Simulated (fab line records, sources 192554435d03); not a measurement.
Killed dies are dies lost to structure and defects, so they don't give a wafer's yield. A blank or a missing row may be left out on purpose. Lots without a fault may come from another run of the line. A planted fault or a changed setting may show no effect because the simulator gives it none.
fab line records | flow n5_finfet | part 1 of 2: steps 1 to 25 of 35
record lots=5 wafers=15 last_day=17
route steps=1938 shown BEOL_M2@903 BEOL_M3@931
lots that met no fault: from a run of the same line without faults
start_h: hours from the record's first day to the start of the lot's first wafer shown | wait_h: hours since the lot's step before | " the same as in the row above | L1.1+2: a row that stands for several wafers | - no value, or no start given | * or withheld: withheld | < > ~ a bound
route shown NAME@n: a module of which the file shows steps, and the number in the route of the first | usual: mean/standard deviation of fault-free wafers | same: alike in all rows | chamber/n: place in a boat | sites: the reading at each site | _std_site: their standard deviation | _edge_site: outer sites' mean less inner sites' | radius_mm: how far each site lies from the wafer's centre | mask NAME#n: copy n | behind: the tool/chamber that last shaped the wafer | hold: why the lot was held/for how many hours/how that ended | device: the transistor (n, p or np) that didn't switch | end of line: the same wafers' tests at the end of the route | a step without rows: its recipe alone | killed: dies lost to structure and defects at the first sort, not the wafer's yield | map: a wafer's dies, x killed, . not, _ none there
set.NAME: the setting as run; set.NAME@STEP: as run at that earlier step | model.NAME: the simulator's own value behind a step, which no gauge read
lots at some steps of the route; a table a step, a row a wafer
services: from which hour (start_h, from the record's first day; less than 0 if before it) a tool's chamber was out of use, for how many hours, and why
## steps
# step N5_BEOL_M2_CVD_47
# recipe material=Co target_thk_a=30 temp_c=withheld precursor=CCTBA/H2 pressure_torr=30 time_s=223.8
# columns lot.wafer tool chamber start_h wait_h
L075.3+5+6 cvd_co-02 0,0,2 145.41 0.0
L083.3+4+5 cvd_co-01 2,1,0 190.02 0.0
L089.2+3+5 cvd_co-02 2,0,0 237.21 0.0
L091.1+2+5 cvd_co-02 0,1,2 245.12 0.1
L097.1+2+5 cvd_co-02 2,1,0 275.39 0.0
# step N5_BEOL_M2_SPUTTER_48
# recipe material=Cu target_thk_a=45 temp_c=-20 chamber_pressure_pa=0.07 power_w=withheld time_s=8.29
# usual throttle_valve_pct=29.5/1
# columns lot.wafer tool chamber start_h wait_h throttle_valve_pct
L075.3 pvd_sputter-01 - 145.60 0.1 29.4
L075.5 " - " " 31.6
L075.6 " - " " 27.6
L083.3 pvd_sputter-03 - 190.45 0.4 29.2
L083.4 " - " " 29.7
L083.5 " - " " 30.4
L089.2 pvd_sputter-02 - 237.57 0.3 29.2
L089.3 " - " " 29.6
L089.5 " - " " 30.2
L091.1 pvd_sputter-02 - 245.34 0.2 29.9
L091.2 " - " " 29.1
L091.5 " - " " 29.2
L097.1 pvd_sputter-03 - 275.55 0.1 29.0
L097.2 " - " " 29.1
L097.5 " - " " 29.2
# step N5_BEOL_M2_ANNEAL_49
# recipe temp_c=400 time_s=240 ambient=vacuum
# usual heater_power_w=786/39
# columns lot.wafer tool chamber start_h wait_h heater_power_w
L075.3 pvd_sputter-01 - 145.68 0.0 802
L075.5 " - " " 800
L075.6 " - " " 760
L083.3 pvd_sputter-03 - 190.53 0.0 847
L083.4 " - " " 771
L083.5 " - " " 792
L089.2 pvd_sputter-02 - 237.65 0.0 762
L089.3 " - " " 678
L089.5 " - " " 797
L091.1 pvd_sputter-02 - 245.42 0.0 694
L091.2 " - " " 752
L091.5 " - " " 821
L097.1 pvd_sputter-03 - 275.63 0.0 873
L097.2 " - " " 790
L097.5 " - " " 837
# step N5_BEOL_M2_SPUTTER_79
# recipe material=Cu target_thk_a=45 temp_c=-20 chamber_pressure_pa=0.07 power_w=withheld time_s=8.29
# usual throttle_valve_pct=29.5/1
# columns lot.wafer tool chamber start_h wait_h throttle_valve_pct
L075.3 pvd_sputter-01 - 145.82 0.1 29.7
L075.5 " - " " 31.4
L075.6 " - " " 28.0
L083.3 pvd_sputter-03 - 190.67 0.1 29.0
L083.4 " - " " 29.4
L083.5 " - " " 30.3
L089.2 pvd_sputter-02 - 237.79 0.1 28.8
L089.3 " - " " 29.6
L089.5 " - " " 29.6
L091.1 pvd_sputter-02 - 245.56 0.1 29.7
L091.2 " - " " 29.3
L091.5 " - " " 29.3
L097.1 pvd_sputter-03 - 275.77 0.1 29.1
L097.2 " - " " 29.2
L097.5 " - " " 28.9
# step N5_BEOL_M2_ANNEAL_80
# recipe temp_c=400 time_s=240 ambient=vacuum
# usual heater_power_w=788/37
# columns lot.wafer tool chamber start_h wait_h heater_power_w
L075.3 pvd_sputter-01 - 145.90 0.0 822
L075.5 " - " " 800
L075.6 " - " " 766
L083.3 pvd_sputter-03 - 190.75 0.0 840
L083.4 " - " " 785
L083.5 " - " " 784
L089.2 pvd_sputter-02 - 237.87 0.0 736
L089.3 " - " " 681
L089.5 " - " " 823
L091.1 pvd_sputter-02 - 245.64 0.0 693
L091.2 " - " " 745
L091.5 " - " " 821
L097.1 pvd_sputter-03 - 275.85 0.0 861
L097.2 " - " " 758
L097.5 " - " " 869
# step N5_BEOL_M2_SPUTTER_81
# recipe material=Cu target_thk_a=45 temp_c=-20 chamber_pressure_pa=0.07 power_w=withheld time_s=8.29
# usual throttle_valve_pct=29.5/1
# columns lot.wafer tool chamber start_h wait_h throttle_valve_pct
L075.3 pvd_sputter-01 - 146.04 0.1 29.6
L075.5 " - " " 31.6
L075.6 " - " " 27.9
L083.3 pvd_sputter-03 - 190.89 0.1 29.1
L083.4 " - " " 29.1
L083.5 " - " " 30.0
L089.2 pvd_sputter-02 - 238.01 0.1 29.1
L089.3 " - " " 29.9
L089.5 " - " " 29.8
L091.1 pvd_sputter-02 - 245.78 0.1 29.8
L091.2 " - " " 28.7
L091.5 " - " " 29.4
L097.1 pvd_sputter-03 - 275.99 0.1 29.2
L097.2 " - " " 29.3
L097.5 " - " " 29.1
# step N5_BEOL_M2_ANNEAL_82
# recipe temp_c=400 time_s=240 ambient=vacuum
# usual heater_power_w=785/37
# columns lot.wafer tool chamber start_h wait_h heater_power_w
L075.3 pvd_sputter-01 - 146.12 0.0 802
L075.5 " - " " 809
L075.6 " - " " 753
L083.3 pvd_sputter-03 - 190.97 0.0 842
L083.4 " - " " 787
L083.5 " - " " 784
L089.2 pvd_sputter-02 - 238.09 0.0 739
L089.3 " - " " 693
L089.5 " - " " 807
L091.1 pvd_sputter-02 - 245.86 0.0 679
L091.2 " - " " 768
L091.5 " - " " 816
L097.1 pvd_sputter-03 - 276.07 0.0 853
L097.2 " - " " 754
L097.5 " - " " 835
# step N5_BEOL_M2_SPUTTER_86
# recipe material=Cu target_thk_a=45 temp_c=-20 chamber_pressure_pa=0.07 power_w=withheld time_s=8.29
# usual throttle_valve_pct=29.5/1
# columns lot.wafer tool chamber start_h wait_h throttle_valve_pct
L075.3 pvd_sputter-01 - 146.26 0.1 29.4
L075.5 " - " " 31.6
L075.6 " - " " 28.0
L083.3 pvd_sputter-03 - 191.11 0.1 28.9
L083.4 " - " " 29.5
L083.5 " - " " 30.3
L089.2 pvd_sputter-02 - 238.23 0.1 28.9
L089.3 " - " " 29.8
L089.5 " - " " 29.8
L091.1 pvd_sputter-02 - 246.00 0.1 29.7
L091.2 " - " " 29.2
L091.5 " - " " 29.7
L097.1 pvd_sputter-03 - 276.21 0.1 29.2
L097.2 " - " " 28.9
L097.5 " - " " 28.9
# step N5_BEOL_M2_ANNEAL_87
# recipe temp_c=400 time_s=240 ambient=vacuum
# usual heater_power_w=787/38
# columns lot.wafer tool chamber start_h wait_h heater_power_w
L075.3 pvd_sputter-01 - 146.34 0.0 826
L075.5 " - " " 782
L075.6 " - " " 751
L083.3 pvd_sputter-03 - 191.19 0.0 858
L083.4 " - " " 758
L083.5 " - " " 786
L089.2 pvd_sputter-02 - 238.31 0.0 753
L089.3 " - " " 695
L089.5 " - " " 823
L091.1 pvd_sputter-02 - 246.08 0.0 699
L091.2 " - " " 747
L091.5 " - " " 839
L097.1 pvd_sputter-03 - 276.29 0.0 858
L097.2 " - " " 745
L097.5 " - " " 853
# step N5_BEOL_M2_SPUTTER_88
# recipe material=Cu target_thk_a=45 temp_c=-20 chamber_pressure_pa=0.07 power_w=withheld time_s=8.29
# usual throttle_valve_pct=29.5/1
# columns lot.wafer tool chamber start_h wait_h throttle_valve_pct
L075.3 pvd_sputter-01 - 146.48 0.1 29.6
L075.5 " - " " 31.7
L075.6 " - " " 27.9
L083.3 pvd_sputter-03 - 191.33 0.1 29.0
L083.4 " - " " 29.6
L083.5 " - " " 30.3
L089.2 pvd_sputter-02 - 238.45 0.1 29.1
L089.3 " - " " 29.9
L089.5 " - " " 29.9
L091.1 pvd_sputter-02 - 246.22 0.1 29.5
L091.2 " - " " 28.8
L091.5 " - " " 29.5
L097.1 pvd_sputter-03 - 276.43 0.1 29.0
L097.2 " - " " 29.4
L097.5 " - " " 29.0
# step N5_BEOL_M2_ANNEAL_89
# recipe temp_c=400 time_s=240 ambient=vacuum
# usual heater_power_w=786/38
# columns lot.wafer tool chamber start_h wait_h heater_power_w
L075.3 pvd_sputter-01 - 146.56 0.0 809
L075.5 " - " " 799
L075.6 " - " " 760
L083.3 pvd_sputter-03 - 191.41 0.0 846
L083.4 " - " " 777
L083.5 " - " " 767
L089.2 pvd_sputter-02 - 238.53 0.0 734
L089.3 " - " " 692
L089.5 " - " " 828
L091.1 pvd_sputter-02 - 246.30 0.0 700
L091.2 " - " " 757
L091.5 " - " " 816
L097.1 pvd_sputter-03 - 276.51 0.0 841
L097.2 " - " " 740
L097.5 " - " " 853
# step N5_BEOL_M2_SPUTTER_90
# recipe material=Cu target_thk_a=45 temp_c=-20 chamber_pressure_pa=0.07 power_w=withheld time_s=8.29
# usual throttle_valve_pct=29.5/1
# columns lot.wafer tool chamber start_h wait_h throttle_valve_pct
L075.3 pvd_sputter-01 - 146.70 0.1 29.5
L075.5 " - " " 31.6
L075.6 " - " " 28.3
L083.3 pvd_sputter-03 - 191.55 0.1 29.2
L083.4 " - " " 29.5
L083.5 " - " " 30.3
L089.2 pvd_sputter-02 - 238.67 0.1 29.3
L089.3 " - " " 29.6
L089.5 " - " " 29.8
L091.1 pvd_sputter-02 - 246.44 0.1 29.7
L091.2 " - " " 29.2
L091.5 " - " " 29.5
L097.1 pvd_sputter-03 - 276.65 0.1 28.9
L097.2 " - " " 29.2
L097.5 " - " " 29.0
# step N5_BEOL_M2_ANNEAL_91
# recipe temp_c=400 time_s=240 ambient=vacuum
# usual heater_power_w=788/40
# columns lot.wafer tool chamber start_h wait_h heater_power_w
L075.3 pvd_sputter-01 - 146.78 0.0 795
L075.5 " - " " 799
L075.6 " - " " 765
L083.3 pvd_sputter-03 - 191.63 0.0 824
L083.4 " - " " 790
L083.5 " - " " 772
L089.2 pvd_sputter-02 - 238.75 0.0 751
L089.3 " - " " 687
L089.5 " - " " 831
L091.1 pvd_sputter-02 - 246.52 0.0 697
L091.2 " - " " 731
L091.5 " - " " 825
L097.1 pvd_sputter-03 - 276.73 0.0 861
L097.2 " - " " 782
L097.5 " - " " 848
# step N5_BEOL_M2_SPUTTER_92
# recipe material=Cu target_thk_a=45 temp_c=-20 chamber_pressure_pa=0.07 power_w=withheld time_s=8.29
# usual throttle_valve_pct=29.5/1
# columns lot.wafer tool chamber start_h wait_h throttle_valve_pct
L075.3 pvd_sputter-01 - 146.92 0.1 29.1
L075.5 " - " " 31.6
L075.6 " - " " 28.1
L083.3 pvd_sputter-03 - 191.77 0.1 29.0
L083.4 " - " " 29.5
L083.5 " - " " 30.1
L089.2 pvd_sputter-02 - 238.89 0.1 29.2
L089.3 " - " " 29.5
L089.5 " - " " 29.7
L091.1 pvd_sputter-02 - 246.66 0.1 29.8
L091.2 " - " " 29.0
L091.5 " - " " 29.4
L097.1 pvd_sputter-03 - 276.87 0.1 29.0
L097.2 " - " " 29.2
L097.5 " - " " 28.9
# step N5_BEOL_M2_ANNEAL_93
# recipe temp_c=400 time_s=240 ambient=vacuum
# usual heater_power_w=786/38
# columns lot.wafer tool chamber start_h wait_h heater_power_w
L075.3 pvd_sputter-01 - 147.00 0.0 822
L075.5 " - " " 801
L075.6 " - " " 769
L083.3 pvd_sputter-03 - 191.85 0.0 852
L083.4 " - " " 777
L083.5 " - " " 782
L089.2 pvd_sputter-02 - 238.97 0.0 738
L089.3 " - " " 696
L089.5 " - " " 803
L091.1 pvd_sputter-02 - 246.74 0.0 705
L091.2 " - " " 731
L091.5 " - " " 848
L097.1 pvd_sputter-03 - 276.95 0.0 867
L097.2 " - " " 794
L097.5 " - " " 855
# step N5_BEOL_M2_SPUTTER_94
# recipe material=Cu target_thk_a=45 temp_c=-20 chamber_pressure_pa=0.07 power_w=withheld time_s=8.29
# usual throttle_valve_pct=29.5/1
# columns lot.wafer tool chamber start_h wait_h throttle_valve_pct
L075.3 pvd_sputter-01 - 147.14 0.1 29.5
L075.5 " - " " 31.5
L075.6 " - " " 28.1
L083.3 pvd_sputter-03 - 191.99 0.1 29.0
L083.4 " - " " 29.6
L083.5 " - " " 30.1
L089.2 pvd_sputter-02 - 239.11 0.1 28.8
L089.3 " - " " 29.7
L089.5 " - " " 29.8
L091.1 pvd_sputter-02 - 246.88 0.1 29.9
L091.2 " - " " 28.8
L091.5 " - " " 29.3
L097.1 pvd_sputter-03 - 277.09 0.1 29.2
L097.2 " - " " 29.4
L097.5 " - " " 29.2
# step N5_BEOL_M2_ANNEAL_95
# recipe temp_c=400 time_s=240 ambient=vacuum
# usual heater_power_w=786/39
# columns lot.wafer tool chamber start_h wait_h heater_power_w
L075.3 pvd_sputter-01 - 147.22 0.0 793
L075.5 " - " " 791
L075.6 " - " " 741
L083.3 pvd_sputter-03 - 192.07 0.0 844
L083.4 " - " " 797
L083.5 " - " " 769
L089.2 pvd_sputter-02 - 239.19 0.0 737
L089.3 " - " " 667
L089.5 " - " " 822
L091.1 pvd_sputter-02 - 246.96 0.0 679
L091.2 " - " " 738
L091.5 " - " " 814
L097.1 pvd_sputter-03 - 277.17 0.0 854
L097.2 " - " " 771
L097.5 " - " " 867
# step N5_BEOL_M2_SPUTTER_96
# recipe material=Cu target_thk_a=45 temp_c=-20 chamber_pressure_pa=0.07 power_w=withheld time_s=8.29
# usual throttle_valve_pct=29.5/1
# columns lot.wafer tool chamber start_h wait_h throttle_valve_pct
L075.3 pvd_sputter-01 - 147.36 0.1 29.6
L075.5 " - " " 31.3
L075.6 " - " " 28.1
L083.3 pvd_sputter-03 - 192.21 0.1 29.1
L083.4 " - " " 29.5
L083.5 " - " " 30.1
L089.2 pvd_sputter-02 - 239.33 0.1 29.4
L089.3 " - " " 29.6
L089.5 " - " " 29.8
L091.1 pvd_sputter-02 - 247.10 0.1 29.8
L091.2 " - " " 28.9
L091.5 " - " " 29.4
L097.1 pvd_sputter-03 - 277.31 0.1 28.8
L097.2 " - " " 29.3
L097.5 " - " " 29.1
# step N5_BEOL_M2_ECD_50
# recipe material=Cu target_thk_a=3000
# columns lot.wafer tool chamber start_h wait_h
L075.3+5+6 ecd_cu-01 1,0,1 147.50 0.1
L083.3+4+5 ecd_cu-01 1,0,0 192.35 0.1
L089.2+3+5 ecd_cu-01 0,1,1 239.45 0.1
L091.1+2+5 ecd_cu-02 1,0,1 247.21 0.1
L097.1+2+5 ecd_cu-02 1,0,0 277.43 0.1
# step N5_BEOL_M2_ANNEAL_51
# recipe temp_c=225 time_s=90 ambient=N2
# usual anneal_temp_c=225.01/0.14 wafer_temp_C_max=226.5/0.39
# columns lot.wafer tool chamber start_h wait_h anneal_temp_c wafer_temp_C_max
L075.3 rtp_anneal-01 0 147.75 0.2 224.86 225.8
L075.5 " 0 " " 224.98 226.4
L075.6 " 0 " " 225.06 226.0
L083.3 rtp_anneal-02 0 192.50 0.1 225.11 225.9
L083.4 " 0 " " 224.93 226.1
L083.5 " 0 " " 224.86 226.8
L089.2 rtp_anneal-01 0 239.57 0.1 224.95 226.5
L089.3 " 0 " " 224.92 226.6
L089.5 " 0 " " 224.84 226.6
L091.1 rtp_anneal-01 0 247.29 0.1 225.06 226.2
L091.2 " 0 " " 225.14 226.4
L091.5 " 0 " " 224.98 226.5
L097.1 rtp_anneal-02 0 277.51 0.1 225.23 227.2
L097.2 " 0 " " 225.16 226.8
L097.5 " 0 " " 225.01 226.7
# step N5_BEOL_M2_CMP_52
# recipe stop_on=SiOC t_overpolish_s=6.8 down_force_psi=1 platen_rpm=50 clearing_platen_down_force_psi=1.5 clearing_platen_rpm=50 post_cmp_clean=cu_alkaline target_thk_nm=40 clearing_platen_pad_velocity_m_s=0.99484 pad_velocity_m_s=0.99484
# usual barrier_field_endpoint_s=24.7/0.67 motor_current_A=6.4/0.61 overpolish_run_s=6.800/0.0084 time_to_endpoint_s=62.5/3
# same t_overpolish_s=6.8
# columns lot.wafer tool chamber start_h wait_h barrier_field_endpoint_s motor_current_A overpolish_run_s time_to_endpoint_s
L075.3 cmp-03 1 147.97 0.2 24.5 6.7 6.792 63.8
L075.5 " 1 " " 24.4 6.6 6.786 62.6
L075.6 " 2 " " 24.5 5.5 6.807 61.7
L083.3 cmp-01 0 192.71 0.2 25.0 6.5 6.802 65.8
L083.4 " 3 " " 25.4 5.5 6.801 68.6
L083.5 " 0 " " 25.0 6.6 6.784 66.6
L089.3 cmp-03 1 239.82 0.2 24.9 6.6 6.791 61.9
L089.2 " 2 " " 23.4 5.4 6.777 57.9
L089.5 " 2 " " 24.2 5.3 6.800 59.0
L091.2 cmp-03 3 247.63 0.2 23.8 6.2 6.800 59.0
L091.1 " 1 " " 23.9 6.8 6.782 56.8
L091.5 " 2 " " 24.3 5.6 6.800 60.5
L097.2 cmp-04 0 278.15 0.5 24.3 6.2 6.807 62.5
L097.1 " 1 " " 24.2 6.5 6.794 66.3
L097.5 " 2 " " 24.3 6.4 6.810 63.1
# step N5_BEOL_M2_THK_MEAS_53
# recipe thk_meas_gauge=xrf reads=Cu_of_BEOL_M2_ECD_50
# usual M2_THK=39.8/1.3
# columns lot.wafer tool chamber start_h wait_h M2_THK[nm]
L075.3 film_metro-01 - 148.26 - 38.9
L075.5 " - " " 36.2
L075.6 " - " " 37.5
L083.3 film_metro-01 - 193.00 - 39.3
L083.4 " - " " 39.8
L083.5 " - " " 37.9
L089.2 film_metro-01 - 240.12 - 39.8
L089.3 " - " " 40.0
L089.5 " - " " 39.6
L091.1 film_metro-01 - 247.88 - 40.2
L091.2 " - " " 39.1
L091.5 " - " " 40.3
L097.1 film_metro-01 - 278.37 - 41.4
L097.2 " - " " 39.5
L097.5 " - " " 38.1
# step N5_BEOL_M2_PRE_CLEAN_60
# recipe gas=NH3/H2 time_s=15 temp_c=* rf_power_w=300
# usual heater_power_outer_w=17/8 heater_power_w=80/13 rf_fwd_power_W=296.3/1.3
# columns lot.wafer tool chamber start_h wait_h heater_power_outer_w heater_power_w rf_fwd_power_W
L075.3 cvd_co-01 2 148.30 0.0 26 93 295.1
L075.5 " 2 " " 26 96 294.4
L075.6 " 1 " " 15 77 296.5
L083.3 cvd_co-01 1 193.04 0.0 16 79 297.2
L083.4 " 2 " " 26 97 294.3
L083.5 " 1 " " 16 77 297.1
L089.2 cvd_co-01 2 240.16 0.0 27 96 295.9
L089.3 " 1 " " 16 79 298.8
L089.5 " 1 " " 16 78 297.8
L091.1 cvd_co-02 0 247.92 0.0 6 63 298.8
L091.2 " 2 " " 3 55 297.2
L091.5 " 0 " " 6 64 298.7
L097.1 cvd_co-01 1 278.41 0.0 16 80 296.5
L097.2 " 0 " " 24 88 297.0
L097.5 " 2 " " 27 96 294.4
# step N5_BEOL_M2_CO_CAP_55
# recipe material=Co target_thk_a=20 temp_c=200 precursor=CCTBA/H2 pressure_torr=30 time_s=102.1
# usual heater_power_outer_w=119/10 heater_power_w=230/16
# columns lot.wafer tool chamber start_h wait_h heater_power_outer_w heater_power_w
L075.3 cvd_co-01 2 148.34 0.0 130 249
L075.5 " 2 " " 134 244
L075.6 " 1 " " 116 226
L083.3 cvd_co-01 1 193.08 0.0 117 226
L083.4 " 2 " " 128 249
L083.5 " 1 " " 118 224
L089.2 cvd_co-01 2 240.20 0.0 132 249
L089.3 " 1 " " 122 232
L089.5 " 1 " " 120 228
L091.1 cvd_co-02 0 247.96 0.0 106 206
L091.2 " 2 " " 103 198
L091.5 " 0 " " 106 208
L097.1 cvd_co-01 1 278.45 0.0 117 230
L097.2 " 0 " " 129 245
L097.5 " 2 " " 131 247
# step N5_BEOL_M2_PRE_CLEAN_56
# recipe gas=NH3 time_s=15 temp_c=withheld rf_power_w=300
# usual rf_fwd_power_W=295.6/1.1
# columns lot.wafer tool chamber start_h wait_h rf_fwd_power_W
L075.3 pecvd-03 2 148.43 0.1 296.5
L075.5 " 0 " " 296.9
L075.6 " 2 " " 296.0
L083.3 pecvd-01 0 193.17 0.1 294.5
L083.4 " 0 " " 294.6
L083.5 " 2 " " 294.2
L089.2 pecvd-03 1 240.29 0.1 297.0
L089.3 " 0 " " 297.4
L089.5 " 2 " " 297.8
L091.1 pecvd-03 1 248.07 0.1 295.2
L091.2 " 2 " " 295.8
L091.5 " 0 " " 295.2
L097.1 pecvd-02 1 278.55 0.1 294.6
L097.2 " 0 " " 293.2
L097.5 " 0 " " 293.0
